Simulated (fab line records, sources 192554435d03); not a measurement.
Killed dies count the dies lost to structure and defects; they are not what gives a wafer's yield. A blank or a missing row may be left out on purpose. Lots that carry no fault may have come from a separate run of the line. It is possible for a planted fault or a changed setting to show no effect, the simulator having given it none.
fab line records	flow n5-finfet	part 2 of 2: steps 5 to 6 of 6
[record] lots = 22	wafers = 66	last-day = 20
route steps=1938 shown BEOL_M0@746 BEOL_M1@768
lots that met no fault: taken from a fault-free run of the same line
start-h: start of the lot's first displayed wafer, in hours after the record's first day	wait-h: hours since the lot's step before	" as in the row above	L1.1+2: a row that stands for several wafers	- either no value or no given start	* or withheld: withheld	< > ~ a bound
route shown NAME@n: names a module that has steps shown in the file, with the first one's number in the route	usual: the fault-free wafers' mean and standard deviation	same: alike in all rows	chamber/n: place in a boat	sites: each site's reading	_std_site: the standard deviation of these	_edge_site: mean of outer sites minus mean of inner sites	radius-mm: for every site, how far away it sits from the centre of the wafer	mask NAME#n: copy n	behind: the last tool/chamber to shape the wafer	hold: reason for holding the lot/hours on hold/outcome of the hold	device: the transistor (n, p or np) that didn't switch	end of line: tests run on the same wafers once the route is complete	where a step has no rows: the recipe by itself	killed: at the first sort, the dies lost to defects and structure; wafer yield is something else	map: dies across one wafer; x = killed, . = not, _ = none there
set.NAME: the run value of the setting; set.NAME@STEP: its run value at that earlier step	model.NAME: the simulator's own value behind a step, which no gauge read
a sample of lots followed through the steps of the route, with each step as a table and each wafer as a row
services: from which hour (start-h, from the record's first day; less than 0 if before it) a tool's chamber was out of use, for how many hours, and why
[[steps]]
[step N5_BEOL_M1_ETCH_41]
[recipe] chemistry = CH3F/O2	target = SiCN	target-depth-a = 319	taper-deg = 2	time-s = 57.8	ion-energy-ev = 120	mask-material = TiN	pressure-mtorr = 30	source-w = 395	bias-w = 75	Ar_flow_sccm = 150	CH3F_flow_sccm = 30	O2_flow_sccm = 20
[usual] drypump-motor-current-A = 5.3/0.44	oes-product-au = 0.75/0.069	rf-vpp-V = 298.3/1.3	showerhead-plenum-p-Torr = 2.05/0.053	throttle-valve-pct = 16.36/0.21
lot.wafer	tool	chamber	start-h	wait-h	drypump-motor-current-A	oes-product-au	rf-hours-counter-h	rf-vpp-V	showerhead-plenum-p-Torr	throttle-valve-pct
L075.1	rie-diel-02	3	-	-	5.5	0.83	67	298.8	2.11	16.05
L075.5	"	0	"	"	5.0	0.71	-	300.0	2.07	16.44
L075.6	"	3	"	"	5.5	0.84	-	300.3	2.11	16.05
L074.2	rie-diel-04	3	-	-	5.7	0.78	123	297.3	2.01	16.16
L074.3	"	2	"	"	5.5	0.72	176	297.6	1.99	16.40
L074.5	"	1	"	"	6.1	0.69	-	294.5	1.90	16.40
L077.4	rie-diel-04	1	-	-	6.1	0.68	222	294.6	1.90	16.44
L077.5	"	1	"	"	6.1	0.69	-	294.8	1.90	16.41
L077.6	"	0	"	"	6.1	0.69	-	298.6	2.05	16.63
L078.1	rie-diel-01	3	-	-	4.6	0.75	161	297.3	2.08	16.19
L078.2	"	0	"	"	5.5	0.76	135	299.5	2.09	16.09
L078.6	"	2	"	"	4.9	0.76	-	297.3	2.00	16.42
L079.3	rie-diel-04	3	-	-	5.6	0.77	131	296.6	2.01	16.19
L079.5	"	1	"	"	6.1	0.69	-	294.1	1.90	16.44
L079.6	"	2	"	"	5.5	0.73	-	297.5	1.99	16.43
L080.3	rie-diel-02	0	-	-	5.0	0.69	191	299.7	2.07	16.46
L080.4	"	2	"	"	4.8	0.85	-	298.9	2.11	16.66
L080.6	"	1	"	"	5.0	0.76	-	299.0	2.10	16.12
L082.2	rie-diel-02	0	-	-	5.0	0.69	194	297.6	2.07	16.47
L082.4	"	2	"	"	4.8	0.84	-	299.8	2.11	16.68
L082.5	"	0	"	"	5.1	0.70	-	298.2	2.07	16.45
L083.2	rie-diel-02	1	-	-	5.0	0.75	151	299.9	2.09	16.12
L083.5	"	1	"	"	5.0	0.75	-	299.0	2.09	16.14
L083.6	"	0	"	"	5.1	0.68	-	298.2	2.06	16.48
L084.1	rie-diel-01	0	-	-	5.4	0.76	151	298.8	2.08	16.12
L084.3	"	1	"	"	5.8	0.70	237	300.0	2.06	16.65
L084.4	"	3	"	"	4.6	0.74	176	299.0	2.08	16.20
L085.1	rie-diel-01	2	-	-	5.0	0.75	159	297.0	2.00	16.43
L085.2	"	3	"	"	4.7	0.74	177	297.8	2.08	16.20
L085.5	"	1	"	"	5.7	0.69	-	298.3	2.06	16.64
L086.2	rie-diel-01	0	-	-	5.5	0.75	153	298.7	2.08	16.12
L086.4	"	2	"	"	5.0	0.76	161	296.9	1.99	16.44
L086.6	"	1	"	"	5.8	0.69	-	299.5	2.06	16.65
L087.2	rie-diel-02	2	-	-	4.8	0.84	83	299.6	2.11	16.71
L087.5	"	0	"	"	5.1	0.68	-	298.3	2.06	16.48
L087.6	"	1	"	"	5.0	0.75	-	299.7	2.09	16.14
L088.1	rie-diel-01	1	-	-	5.8	0.69	247	298.3	2.05	16.66
L088.2	"	2	"	"	5.0	0.75	169	299.2	1.99	16.47
L088.4	"	3	"	"	4.6	0.72	186	298.2	2.07	16.24
L089.1	rie-diel-02	2	-	-	4.8	0.83	90	300.1	2.11	16.70
L089.2	"	3	"	"	5.5	0.80	93	300.3	2.10	16.08
L089.6	"	0	"	"	5.0	0.68	-	298.9	2.06	16.49
L090.2	rie-diel-01	3	-	-	4.6	0.73	187	298.1	2.07	16.23
L090.4	"	2	"	"	5.0	0.74	170	297.1	1.99	16.49
L090.6	"	1	"	"	5.8	0.68	-	299.1	2.05	16.67
L092.3	rie-diel-02	1	-	-	5.1	0.73	169	298.9	2.09	16.16
L092.4	"	2	"	"	4.8	0.82	93	297.5	2.11	16.73
L092.5	"	0	"	"	5.1	0.67	-	299.2	2.06	16.51
L091.2	rie-diel-04	0	-	-	6.1	0.94	11	296.9	2.04	16.21
L091.4	"	3	"	"	5.6	0.74	-	297.7	2.00	16.22
L091.6	"	2	"	"	5.5	0.69	-	296.4	1.98	16.48
L093.1	rie-diel-01	3	-	-	4.6	0.72	190	297.6	2.07	16.23
L093.2	"	0	"	"	5.5	0.73	165	300.4	2.07	16.14
L093.5	"	3	"	"	4.6	0.72	-	298.5	2.07	16.25
L094.2	rie-diel-04	3	-	-	5.6	0.75	164	298.7	2.00	16.21
L094.3	"	2	"	"	5.5	0.70	218	295.6	1.98	16.47
L094.5	"	0	"	"	6.1	0.94	-	299.2	2.04	16.22
L095.1	rie-diel-02	0	-	-	5.0	0.68	220	298.1	2.06	16.51
L095.4	"	3	"	"	5.5	0.80	99	299.4	2.10	16.09
L095.5	"	1	"	"	5.1	0.73	-	297.9	2.09	16.18
L096.1	rie-diel-04	3	-	-	5.7	0.74	169	297.8	1.99	16.25
L096.4	"	0	"	"	6.1	0.93	20	297.6	2.04	16.22
L096.6	"	3	"	"	5.6	0.73	-	297.6	1.99	16.25
L097.1	rie-diel-04	1	-	-	6.1	0.96	5	300.3	2.14	16.02
L097.4	"	0	"	"	6.1	0.93	21	299.1	2.04	16.25
L097.6	"	3	"	"	5.6	0.73	-	298.1	1.99	16.24
[step N5_BEOL_M1_STRIP_97]
[recipe] chemistry = N2/H2	time-s = 10	power-w = 450	temp-c = 40	pressure-mtorr = 20	rf-frequency-hz = 6e+07	bias-power-w = 7	n2-flow-sccm = 200	h2-flow-sccm = 200
[usual] drypump-motor-current-A = 5.3/0.44	oes-product-au = 0.75/0.068	rf-vpp-V = 59.3/0.8	showerhead-plenum-p-Torr = 2.61/0.069	throttle-valve-pct = 23.7/0.3
lot.wafer	tool	chamber	start-h	wait-h	drypump-motor-current-A	oes-product-au	rf-hours-counter-h	rf-vpp-V	showerhead-plenum-p-Torr	throttle-valve-pct
L075.1	rie-diel-02	3	-	-	5.5	0.84	67	60.1	2.69	23.3
L075.5	"	0	"	"	5.1	0.69	-	59.3	2.64	23.7
L075.6	"	3	"	"	5.5	0.82	-	59.3	2.69	23.3
L074.2	rie-diel-04	3	-	-	5.6	0.77	123	58.6	2.54	23.5
L074.3	"	2	"	"	5.5	0.73	176	58.5	2.52	23.7
L074.5	"	1	"	"	6.1	0.69	-	59.4	2.41	23.5
L077.4	rie-diel-04	1	-	-	6.1	0.69	222	58.5	2.41	23.5
L077.5	"	1	"	"	6.1	0.69	-	59.3	2.41	23.5
L077.6	"	0	"	"	6.1	0.70	-	60.0	2.61	24.0
L078.1	rie-diel-01	3	-	-	4.7	0.74	161	59.4	2.64	23.3
L078.2	"	0	"	"	5.5	0.76	135	58.5	2.65	23.5
L078.6	"	2	"	"	5.0	0.76	-	60.0	2.54	23.7
L079.3	rie-diel-04	3	-	-	5.7	0.77	131	58.5	2.54	23.5
L079.5	"	1	"	"	6.1	0.68	-	58.6	2.40	23.5
L079.6	"	2	"	"	5.5	0.72	-	58.5	2.52	23.7
L080.3	rie-diel-02	0	-	-	5.0	0.70	191	59.5	2.63	23.7
L080.4	"	2	"	"	4.8	0.84	-	60.3	2.69	24.4
L080.6	"	1	"	"	5.1	0.77	-	58.8	2.65	23.5
L082.2	rie-diel-02	0	-	-	5.0	0.69	194	59.4	2.63	23.7
L082.4	"	2	"	"	4.8	0.84	-	60.0	2.68	24.4
L082.5	"	0	"	"	5.1	0.69	-	59.3	2.63	23.7
L083.2	rie-diel-02	1	-	-	5.1	0.75	151	59.2	2.65	23.4
L083.5	"	1	"	"	5.1	0.76	-	59.3	2.65	23.4
L083.6	"	0	"	"	5.0	0.69	-	59.0	2.63	23.7
L084.1	rie-diel-01	0	-	-	5.5	0.74	151	59.8	2.65	23.5
L084.3	"	1	"	"	5.8	0.69	237	60.0	2.61	24.1
L084.4	"	3	"	"	4.7	0.74	176	58.9	2.64	23.4
L085.1	rie-diel-01	2	-	-	5.0	0.75	159	59.3	2.53	23.7
L085.2	"	3	"	"	4.7	0.74	177	58.3	2.64	23.4
L085.5	"	1	"	"	5.8	0.69	-	60.3	2.61	24.1
L086.2	rie-diel-01	0	-	-	5.5	0.74	153	59.5	2.65	23.5
L086.4	"	2	"	"	5.0	0.75	161	58.9	2.53	23.7
L086.6	"	1	"	"	5.8	0.70	-	59.3	2.61	24.1
L087.2	rie-diel-02	2	-	-	4.8	0.83	83	58.6	2.68	24.4
L087.5	"	0	"	"	5.1	0.69	-	58.6	2.63	23.7
L087.6	"	1	"	"	5.1	0.76	-	60.4	2.64	23.5
L088.1	rie-diel-01	1	-	-	5.8	0.68	247	59.7	2.61	24.1
L088.2	"	2	"	"	5.0	0.74	169	59.1	2.53	23.7
L088.4	"	3	"	"	4.6	0.73	186	59.5	2.63	23.4
L089.1	rie-diel-02	2	-	-	4.8	0.82	90	60.9	2.68	24.4
L089.2	"	3	"	"	5.5	0.80	93	58.8	2.68	23.3
L089.6	"	0	"	"	5.1	0.68	-	60.3	2.62	23.8
L090.2	rie-diel-01	3	-	-	4.6	0.72	187	59.3	2.63	23.4
L090.4	"	2	"	"	4.9	0.75	170	59.1	2.53	23.7
L090.6	"	1	"	"	5.7	0.68	-	60.4	2.61	24.1
L092.3	rie-diel-02	1	-	-	5.0	0.74	169	58.9	2.64	23.5
L092.4	"	2	"	"	4.8	0.81	93	60.1	2.67	24.4
L092.5	"	0	"	"	5.1	0.67	-	58.7	2.62	23.8
L091.2	rie-diel-04	0	-	-	6.1	0.95	11	58.8	2.60	23.7
L091.4	"	3	"	"	5.7	0.74	-	57.6	2.53	23.5
L091.6	"	2	"	"	5.5	0.70	-	59.6	2.51	23.8
L093.1	rie-diel-01	3	-	-	4.7	0.72	190	59.8	2.63	23.4
L093.2	"	0	"	"	5.5	0.73	165	58.4	2.64	23.5
L093.5	"	3	"	"	4.7	0.72	-	60.0	2.63	23.4
L094.2	rie-diel-04	3	-	-	5.6	0.74	164	59.8	2.53	23.5
L094.3	"	2	"	"	5.5	0.70	218	59.3	2.51	23.8
L094.5	"	0	"	"	6.1	0.95	-	59.5	2.60	23.7
L095.1	rie-diel-02	0	-	-	5.1	0.67	220	58.9	2.62	23.8
L095.4	"	3	"	"	5.5	0.80	99	60.2	2.67	23.3
L095.5	"	1	"	"	5.1	0.73	-	58.6	2.64	23.5
L096.1	rie-diel-04	3	-	-	5.6	0.73	169	59.7	2.52	23.5
L096.4	"	0	"	"	6.1	0.94	20	59.9	2.60	23.7
L096.6	"	3	"	"	5.7	0.73	-	60.2	2.52	23.5
L097.1	rie-diel-04	1	-	-	6.1	0.96	5	60.6	2.71	23.3
L097.4	"	0	"	"	6.1	0.93	21	60.0	2.60	23.7
L097.6	"	3	"	"	5.7	0.73	-	60.2	2.52	23.5
[[services]]
tool	chamber	start-h	hours	kind
rie-diel-02	0	100.91	6.0	repair
cvd-co-02	1	114.67	-	clean
cvd-co-02	-	120.87	1.0	repair
cvd-co-02	-	123.05	3.6	repair
rie-diel-02	2	137.47	6.3	repair
rie-diel-02	3	164.68	12.2	repair
rie-diel-04	1	180.16	11.0	repair
rie-diel-04	0	191.20	-	clean
rie-diel-04	0	191.20	-	consumable-replace:focus-ring
rie-diel-04	0	191.20	20.1	scheduled-down
rie-diel-04	0	191.20	20.1	vent-cycle
rie-diel-02	-	195.75	0.3	repair
rie-diel-02	3	210.60	4.7	repair
rie-diel-04	1	237.23	-	clean
rie-diel-04	1	237.23	-	consumable-replace:focus-ring
rie-diel-04	1	237.23	-	consumable-replace:showerhead
rie-diel-04	1	237.23	24.6	scheduled-down
rie-diel-04	1	237.23	24.6	vent-cycle
rie-diel-02	-	249.18	0.2	repair
rie-diel-01	1	251.59	-	clean
rie-diel-01	1	251.59	-	consumable-replace:focus-ring
rie-diel-01	1	251.59	17.7	scheduled-down
rie-diel-01	1	251.59	17.7	vent-cycle
cvd-co-01	0	258.76	11.8	repair
